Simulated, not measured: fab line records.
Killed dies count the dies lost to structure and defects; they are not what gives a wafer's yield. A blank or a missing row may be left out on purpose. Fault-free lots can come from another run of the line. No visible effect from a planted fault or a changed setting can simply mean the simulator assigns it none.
Matching of chambers ; flow n5 finfet ; 4 sister chambers for N5_PASSIVATION_ETCH_54 on rie diel-01
The step etches SiO2 in CHF3/O2, target depth 880 nm, time 440 s. 14 wafers are shown with their chamber, then 6 later ones without.

== WAFERS, EACH WITH ITS CHAMBER ==
wafer;chamber;rf vpp V (V);showerhead plenum p Torr (Torr);drypump motor current A (A)
L671.1;2;480;2.33;5.1
L671.4;0;548;2.48;5.8
L673.2;2;479;2.32;5.1
L673.4;1;530;2.38;6.1
L673.6;3;542;2.47;5.7
L675.2;2;481;2.32;5.1
L675.3;0;547;2.47;5.8
L675.6;0;547;2.47;5.8
L678.1;2;479;2.32;5.1
L678.5;2;480;2.32;5.1
L682.1;3;541;2.47;5.8
L682.5;2;481;2.32;5.2
L681.1;1;530;2.38;6.1
L681.3;2;480;2.32;5.1

SIGNATURES, as means of the wafers listed above
reading;chamber 0;chamber 1;chamber 2;chamber 3;scatter within a chamber
rf vpp V;547.33;530.00;480.00;541.50;0.719
showerhead plenum p Torr;2.4733;2.3800;2.3214;2.4700;0.0039
drypump motor current A;5.800;6.100;5.114;5.750;0.0368
Rule: distance of a wafer from a chamber = root of the sum over the readings of ((wafer's reading minus chamber's mean) / reading's scatter) squared. The wafer belongs to the nearest chamber; if the next one is less than 2 further off, it can't be placed. The scatter: the root of (the sum of the squares of (reading less its chamber's mean) over the shown wafers, divided by (wafers less chambers)).

== WAFERS WITH NO CHAMBER GIVEN ==
wafer;rf vpp V (V);showerhead plenum p Torr (Torr);drypump motor current A (A)
L681.5;530;2.38;6.0
L683.5;530;2.37;6.1
L683.6;480;2.32;5.1
L692.1;547;2.46;5.8
L692.5;542;2.45;5.8
L692.6;547;2.46;5.8

== WHICH CHAMBER EACH WENT THROUGH ==
wafer;from the rows above;in truth
L681.5;1;1
L683.5;1;1
L683.6;2;2
L692.1;0;0
L692.5;3;3
L692.6;0;0
Correctly placed: 6 of 6. Number that these rows cannot place: 0. Wrongly placed: 0.
